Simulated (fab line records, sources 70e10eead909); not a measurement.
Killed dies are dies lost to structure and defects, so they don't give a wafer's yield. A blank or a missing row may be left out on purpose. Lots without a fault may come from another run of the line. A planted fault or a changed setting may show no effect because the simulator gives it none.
Chamber matching | flow nand_harc | NHARC_P_M0_STRIP_18 on rie_diel-04: 4 sister chambers
The step strips in N2/H2. 4 wafers are shown with their chamber, then 9 later ones without.

WAFERS WITH THEIR CHAMBER
wafer  | chamber | rf_fwd_power_W (W)
L088.4 | 1       | 998.2
L093.1 | 3       | 999.6
L093.2 | 2       | 996.0
L093.4 | 0       | 997.0

WAFERS WITHOUT THEIR CHAMBER
wafer  | rf_fwd_power_W (W)
L092.1 | 991.6
L092.5 | 992.7
L092.6 | 994.5
L095.1 | 997.4
L095.5 | 999.7
L095.6 | 990.9
L096.3 | 998.4
L096.4 | 997.5
L096.6 | 994.0

WHICH CHAMBER EACH WENT THROUGH
wafer  | from the rows above               | in truth
L092.1 | can't be placed: 2 or 0 or 1 or 3 | 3
L092.5 | can't be placed: 2 or 0 or 1 or 3 | 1
L092.6 | can't be placed: 2 or 0 or 1 or 3 | 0
L095.1 | can't be placed: 0 or 1 or 2 or 3 | 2
L095.5 | can't be placed: 3 or 1 or 0 or 2 | 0
L095.6 | can't be placed: 2 or 0 or 1 or 3 | 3
L096.3 | can't be placed: 1 or 3 or 0 or 2 | 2
L096.4 | can't be placed: 0 or 1 or 2 or 3 | 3
L096.6 | can't be placed: 2 or 0 or 1 or 3 | 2
Placed correctly: 0 of 9. Can't be placed from these rows: 9 (the true chamber is among the candidates in 9). Placed wrongly: 0.
How it was worked out, from the rows above alone: a wafer's distance from a chamber is the root of the sum, over the readings, of the square of ((its reading less the chamber's mean) divided by the reading's scatter). The wafer belongs to the nearest chamber; if the next one is less than 2 further off, it can't be placed. A chamber's mean is the mean of its shown wafers. The scatter: with one shown wafer a chamber, the root of the mean of the squares of how far each hidden wafer lies from its nearest shown one.
